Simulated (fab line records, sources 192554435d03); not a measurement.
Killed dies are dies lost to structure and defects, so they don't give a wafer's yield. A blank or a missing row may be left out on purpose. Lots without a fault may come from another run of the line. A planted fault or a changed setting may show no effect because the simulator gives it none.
Which tool did it? | flow n5_finfet | 9 lots, 27 wafers sampled, at 5 steps of a route of 1938

WHAT THE GAUGES READ, wafer by wafer
N5_BEOL_M4_RC_MEAS_101. Usual: DIBL_N 36.2 mV/V, standard deviation 1.7; DIBL_P 36.2 mV/V, standard deviation 2.2; IOFF_N 0.16 nA/um, standard deviation 0.035; IOFF_P 0.21 nA/um, standard deviation 0.042; ION_N 673 uA/um, standard deviation 13; ION_P 462 uA/um, standard deviation 7.9; SS_N 71.4 mV/dec, standard deviation 0.59; SS_P 73.2 mV/dec, standard deviation 0.7; VT_N 250 mV, standard deviation 3.6; VT_P -251 mV, standard deviation 3.5.
lot  | measured     | on        | DIBL_N (mV/V)  | DIBL_P (mV/V)  | IOFF_N (nA/um) | IOFF_P (nA/um) | ION_N (uA/um) | ION_P (uA/um) | SS_N (mV/dec)  | SS_P (mV/dec)  | VT_N (mV)   | VT_P (mV)      | flag
L929 | day 8 07:13  | prober-02 | 36.6 39.1 39.0 | 37.7 41.7 41.1 | 0.20 0.27 0.27 | 0.26 0.34 0.34 | 688 713 696   | 468 482 476   | 72.1 71.7 72.7 | 73.4 74.9 74.9 | 243 240 240 | -246 -244 -243 |
L930 | day 8 10:10  | prober-02 | 35.5 34.1 36.4 | 34.9 33.8 35.9 | 0.14 0.12 0.17 | 0.19 0.18 0.21 | 667 673 689   | 464 467 467   | 70.9 70.8 71.2 | 73.4 72.8 72.6 | 251 250 247 | -251 -254 -250 |
L933 | day 9 19:28  | prober-02 | 37.3 37.1 36.5 | 37.1 38.6 36.5 | 0.18 0.19 0.16 | 0.24 0.27 0.22 | 676 691 682   | 468 477 463   | 71.6 71.7 71.3 | 72.4 73.7 72.6 | 249 246 250 | -248 -247 -250 |
L939 | day 11 07:58 | prober-02 | 36.2 35.7 37.3 | 34.2 34.5 35.9 | 0.14 0.13 0.15 | 0.17 0.17 0.19 | 679 680 674   | 460 461 461   | 72.2 70.5 71.6 | 73.1 73.2 72.7 | 252 254 253 | -255 -256 -251 |
L942 | day 11 13:39 | prober-02 | 34.7 32.8 34.0 | 33.5 31.6 32.5 | 0.11 0.10 0.11 | 0.16 0.13 0.15 | 652 648 664   | 449 441 447   | 70.9 70.4 70.9 | 72.8 72.4 72.4 | 255 258 254 | -254 -256 -256 |
L943 | day 12 13:05 | prober-02 | 36.2 35.4 36.9 | 35.5 35.1 37.5 | 0.16 0.16 0.17 | 0.21 0.21 0.24 | 670 677 676   | 465 468 462   | 71.2 71.6 72.2 | 73.1 73.0 73.1 | 251 249 249 | -249 -249 -249 |
L944 | day 12 17:07 | prober-02 | 32.5 32.4 32.2 | 32.9 31.6 30.7 | 0.10 0.10 0.09 | 0.15 0.14 0.13 | 654 648 648   | 455 446 446   | 71.2 70.5 70.4 | 72.3 72.4 72.3 | 256 256 258 | -254 -255 -258 |
L948 | day 13 15:37 | prober-02 | 37.0 34.4 37.7 | 36.1 33.8 37.8 | 0.16 0.12 0.18 | 0.21 0.17 0.24 | 668 666 678   | 459 457 459   | 71.3 71.0 71.8 | 72.9 71.9 73.3 | 251 255 247 | -250 -253 -249 |
L949 | day 13 17:47 | prober-01 | 34.9 35.1 34.1 | 36.8 35.5 35.1 | 0.15 0.14 0.13 | 0.17 0.16 0.16 | 665 672 666   | 450 451 454   | 70.6 71.4 71.0 | 73.9 73.2 73.1 | 252 252 255 | -257 -259 -258 |

WHICH TOOL RAN EACH LOT (tool, then ch and the chambers of the sampled wafers, then the start)
lot  | N5_HKMG_FIN_STRIP_57              | N5_HKMG_FIN_CVD_62                      | N5_HKMG_FIN_ETCH_32               | N5_HKMG_FIN_ETCH_86
L929 | rie_diel-01 ch 0,2, day 4 18:49   | thermal_cvd_si-01 ch 0,2, day 4 20:21   | rie_diel-04 ch 0,1, day 4 21:58   | rie_diel-04 ch 0,1,2, day 4 23:15
L930 | rie_diel-03 ch 1,2, day 4 23:49   | thermal_cvd_si-02 ch 1,2, day 5 01:17   | rie_diel-03 ch 0,1,2, day 5 03:10 | rie_diel-04 ch 2,3, day 5 04:35
L933 | rie_diel-04 ch 0,1,3, day 5 22:58 | thermal_cvd_si-01 ch 0,1,2, day 6 00:25 | rie_diel-04 ch 1,2,3, day 6 02:08 | rie_diel-03 ch 0,1,2, day 6 03:22
L939 | rie_diel-04 ch 0,1,2, day 7 08:27 | thermal_cvd_si-01 ch 0,1, day 7 09:54   | rie_diel-01 ch 1,3, day 7 11:42   | rie_diel-01 ch 1,3, day 7 12:56
L942 | rie_diel-03 ch 0,1,3, day 7 23:12 | thermal_cvd_si-02 ch 0,2, day 8 00:38   | rie_diel-04 ch 1,2, day 8 02:46   | rie_diel-03 ch 1,3, day 8 03:59
L943 | rie_diel-04 ch 0,1,2, day 8 07:16 | thermal_cvd_si-01 ch 0,1, day 8 08:42   | rie_diel-04 ch 0,2,3, day 8 10:19 | rie_diel-01 ch 0,1,3, day 8 11:34
L944 | rie_diel-04 ch 0,2,3, day 8 11:47 | thermal_cvd_si-02 ch 0,1,2, day 8 13:14 | rie_diel-04 ch 2,3, day 8 14:50   | rie_diel-01 ch 0,3, day 8 16:04
L948 | rie_diel-04 ch 0,2,3, day 9 12:55 | thermal_cvd_si-02 ch 0,1,2, day 9 14:22 | rie_diel-01 ch 0,1,3, day 9 16:05 | rie_diel-04 ch 0,2,3, day 9 17:19
L949 | rie_diel-04 ch 1,3, day 9 17:47   | thermal_cvd_si-01 ch 0,1,2, day 9 19:14 | rie_diel-01 ch 1,3, day 9 20:51   | rie_diel-01 ch 0,3, day 9 22:05
- N5_HKMG_FIN_STRIP_57: strips in CF4.
- N5_HKMG_FIN_CVD_62: deposits a-Si from Si2H6, target thk 3 nm, time 20.8 s.
- N5_HKMG_FIN_ETCH_32: etches SOC in N2/H2, target depth 240 nm, time 300 s.
- N5_HKMG_FIN_ETCH_86: etches SOC in N2/H2, stops on TiN, target depth 393.2 nm.

WHAT THE TOOLS THEMSELVES READ (means of the sampled wafers that have a number; where no wafer has one, the mark that the record gives instead)
N5_HKMG_FIN_STRIP_57. Usual: drypump_motor_current_A 5.6 A, standard deviation 0.45; oes_product_au 0.76 a.u., standard deviation 0.057; rf_vpp_V 271.8 V, standard deviation 1.3; showerhead_plenum_p_Torr 1.81 Torr, standard deviation 0.046; throttle_valve_pct 13.54 %, standard deviation 0.15.
lot  | tool        | drypump_motor_current_A (A) | oes_product_au (a.u.) | rf_vpp_V (V) | showerhead_plenum_p_Torr (Torr) | throttle_valve_pct (%) | flag
L929 | rie_diel-01 | 5.5                         | 0.76                  | 270.7        | 1.77                            | 13.47                  |
L930 | rie_diel-03 | 5.3                         | 0.78                  | 271.7        | 1.81                            | 13.38                  |
L933 | rie_diel-04 | 6.0                         | 0.79                  | 271.1        | 1.82                            | 13.60                  |
L939 | rie_diel-04 | 6.1                         | 0.76                  | 272.6        | 1.79                            | 13.63                  |
L942 | rie_diel-03 | 5.5                         | 0.75                  | 271.4        | 1.84                            | 13.49                  |
L943 | rie_diel-04 | 6.1                         | 0.76                  | 271.3        | 1.79                            | 13.65                  |
L944 | rie_diel-04 | 6.0                         | 0.72                  | 271.5        | 1.80                            | 13.69                  |
L948 | rie_diel-04 | 6.1                         | 0.71                  | 271.7        | 1.80                            | 13.71                  |
L949 | rie_diel-04 | 5.9                         | 0.74                  | 272.6        | 1.83                            | 13.60                  |

N5_HKMG_FIN_CVD_62. Usual: heater_power_outer_w 954 W, standard deviation 75; heater_power_w 1459 W, standard deviation 130.
lot  | tool              | heater_power_outer_w (W) | heater_power_w (W) | flag
L929 | thermal_cvd_si-01 | 883                      | 1346               |
L930 | thermal_cvd_si-02 | 987                      | 1512               |
L933 | thermal_cvd_si-01 | 948                      | 1446               |
L939 | thermal_cvd_si-01 | 1010                     | 1519               |
L942 | thermal_cvd_si-02 | 976                      | 1449               |
L943 | thermal_cvd_si-01 | 1020                     | 1550               |
L944 | thermal_cvd_si-02 | 977                      | 1486               |
L948 | thermal_cvd_si-02 | 965                      | 1484               |
L949 | thermal_cvd_si-01 | 953                      | 1456               |

N5_HKMG_FIN_ETCH_32. Usual: drypump_motor_current_A 5.7 A, standard deviation 0.44; oes_product_au 0.76 a.u., standard deviation 0.056; rf_fwd_power_W 837.8 W, standard deviation 2.7; rf_vpp_V 524.9 V, standard deviation 2.1; showerhead_plenum_p_Torr 2.58 Torr, standard deviation 0.068; throttle_valve_pct 17.75 %, standard deviation 0.19.
lot  | tool        | drypump_motor_current_A (A) | oes_product_au (a.u.) | rf_fwd_power_W (W) | rf_vpp_V (V) | showerhead_plenum_p_Torr (Torr) | throttle_valve_pct (%) | flag
L929 | rie_diel-04 | 6.0                         | 0.81                  | 840.2              | 524.2        | 2.56                            | 17.96                  |
L930 | rie_diel-03 | 5.3                         | 0.80                  | 838.1              | 525.9        | 2.59                            | 17.54                  |
L933 | rie_diel-04 | 6.0                         | 0.77                  | 837.1              | 524.5        | 2.58                            | 17.73                  |
L939 | rie_diel-01 | 5.8                         | 0.81                  | 838.3              | 527.9        | 2.67                            | 17.62                  |
L942 | rie_diel-04 | 6.1                         | 0.84                  | 1038.7             | 487.5        | 2.53                            | 17.75                  | OFF
L943 | rie_diel-04 | 6.0                         | 0.81                  | 1041.2             | 487.8        | 2.55                            | 17.84                  | OFF
L944 | rie_diel-04 | 6.0                         | 0.79                  | 1040.4             | 489.1        | 2.57                            | 17.74                  | OFF
L948 | rie_diel-01 | 5.7                         | 0.76                  | 839.2              | 525.6        | 2.61                            | 17.74                  |
L949 | rie_diel-01 | 5.8                         | 0.79                  | 836.7              | 526.8        | 2.66                            | 17.64                  |

N5_HKMG_FIN_ETCH_86. Usual: drypump_motor_current_A 5.7 A, standard deviation 0.43; oes_product_au 0.76 a.u., standard deviation 0.059; rf_fwd_power_W 843 W, standard deviation 3.8; rf_vpp_V 241.1 V, standard deviation 1.1; showerhead_plenum_p_Torr 2.57 Torr, standard deviation 0.064; throttle_valve_pct 17.75 %, standard deviation 0.19.
lot  | tool        | drypump_motor_current_A (A) | oes_product_au (a.u.) | rf_fwd_power_W (W) | rf_vpp_V (V) | showerhead_plenum_p_Torr (Torr) | throttle_valve_pct (%) | flag
L929 | rie_diel-04 | 6.0                         | 0.79                  | 846                | 240.0        | 2.56                            | 17.80                  |
L930 | rie_diel-04 | 6.0                         | 0.73                  | 844                | 241.0        | 2.59                            | 17.65                  |
L933 | rie_diel-03 | 5.3                         | 0.79                  | 847                | 240.9        | 2.59                            | 17.52                  |
L939 | rie_diel-01 | 5.5                         | 0.75                  | 841                | 242.7        | 2.65                            | 17.73                  |
L942 | rie_diel-03 | 5.7                         | 0.70                  | 845                | 241.6        | 2.59                            | 17.80                  |
L943 | rie_diel-01 | 5.7                         | 0.76                  | 842                | 241.2        | 2.61                            | 17.68                  |
L944 | rie_diel-01 | 6.1                         | 0.81                  | 845                | 241.6        | 2.63                            | 17.55                  |
L948 | rie_diel-04 | 6.0                         | 0.71                  | 847                | 241.8        | 2.55                            | 17.82                  |
L949 | rie_diel-01 | 6.1                         | 0.80                  | 848                | 242.1        | 2.63                            | 17.56                  |

THE ANSWER, worked out from the rows above alone
Rule: a lot is off if the mean of its wafers that have a number lies more than 3 standard deviations from the usual mean. A lot without any number at a reading at which 4 lots or more have one is off too. The other lots that the step has rows for count as sound. The gauges are gone through in route order, then the tools' own readings, and for those a lot's mean is taken as printed above. The first step at which some lot is off is used, and at that step the reading that is off furthest; a lot without a number counts as furthest.
Off: L942, L943, L944, at N5_HKMG_FIN_ETCH_32 (rf_fwd_power_W).
A tool fits if, at that step or a process step before it, it ran every lot that is off, and no sound lot after the first of them. One fits: rie_diel-04 at N5_HKMG_FIN_ETCH_32. Its last sound lot is L933 (day 6 02:08), its first lot that is off L942 (day 8 02:46): a fault that began between those two fits.
The tool's own readings at N5_HKMG_FIN_ETCH_32 bear it out: on the lots that are off they differ by more than 5 times the standard deviation of the sound lots' means. rf_fwd_power_W reads 1040.1 W there against 838.3 W on the sound lots; rf_vpp_V reads 488.1 V there against 525.8 V on the sound lots.

WHAT THE SIMULATOR HAD PUT IN
Process parameter drift: rie_diel-04, from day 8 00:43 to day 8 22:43, at N5_HKMG_FIN_ETCH_32. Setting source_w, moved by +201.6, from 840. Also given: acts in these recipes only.
Lots struck among those shown: L942, L943, L944. The rule above found the same.
